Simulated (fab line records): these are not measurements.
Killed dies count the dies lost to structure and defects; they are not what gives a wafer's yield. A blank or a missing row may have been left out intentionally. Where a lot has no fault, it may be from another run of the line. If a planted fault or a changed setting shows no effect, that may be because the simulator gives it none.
Matching of chambers / flow n5Finfet / N5_BEOL_M2_ALD_84 on aldMetal-04: 4 sister chambers
The step deposits TaN, pulse time 2 s, purge time 3 s, co reactant purge time 2 s. 14 wafers are shown with their chamber, then 7 later ones without.

WAFERS WITH THEIR CHAMBER
wafer=L079.1; chamber=0; heaterPowerW (W)=395
wafer=L079.2; chamber=2; heaterPowerW (W)=359
wafer=L079.5; chamber=3; heaterPowerW (W)=536
wafer=L081.2; chamber=2; heaterPowerW (W)=356
wafer=L081.4; chamber=3; heaterPowerW (W)=510
wafer=L081.5; chamber=1; heaterPowerW (W)=440
wafer=L086.2; chamber=3; heaterPowerW (W)=530
wafer=L086.4; chamber=1; heaterPowerW (W)=444
wafer=L086.6; chamber=2; heaterPowerW (W)=361
wafer=L089.2; chamber=3; heaterPowerW (W)=522
wafer=L089.3; chamber=0; heaterPowerW (W)=401
wafer=L089.5; chamber=3; heaterPowerW (W)=531
wafer=L090.2; chamber=3; heaterPowerW (W)=537
wafer=L090.3; chamber=2; heaterPowerW (W)=369

SIGNATURES (averages over the wafers above)
reading=heaterPowerW; chamber 0=398.00; chamber 1=442.00; chamber 2=361.25; chamber 3=527.67; scatter within a chamber=7.98
Rule: a wafer lies at a distance from a chamber equal to the root of the sum of squares, over the readings, of (its reading less the chamber's mean, divided by the reading's scatter). If the next closest chamber is less than 2 further off than the closest, the wafer can't be placed; otherwise it belongs to the closest. How the scatter is found: for the shown wafers, subtract from each reading the mean of its chamber, square and add these, divide the total by (wafers less chambers), then take the root.

WAFERS WITH NO CHAMBER GIVEN
wafer=L090.4; heaterPowerW (W)=389
wafer=L091.3; heaterPowerW (W)=375
wafer=L091.4; heaterPowerW (W)=438
wafer=L091.6; heaterPowerW (W)=366
wafer=L097.1; heaterPowerW (W)=441
wafer=L097.3; heaterPowerW (W)=393
wafer=L097.5; heaterPowerW (W)=428

EACH ONE'S CHAMBER
wafer=L090.4; from the rows above=0; in truth=0
wafer=L091.3; from the rows above=can't be placed: 2 or 0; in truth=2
wafer=L091.4; from the rows above=1; in truth=1
wafer=L091.6; from the rows above=2; in truth=2
wafer=L097.1; from the rows above=1; in truth=1
wafer=L097.3; from the rows above=0; in truth=0
wafer=L097.5; from the rows above=1; in truth=1
Placed correctly: 6 of 7. These rows do not allow placing 1 (true chamber among the candidates in 1). Wrongly placed: 0.
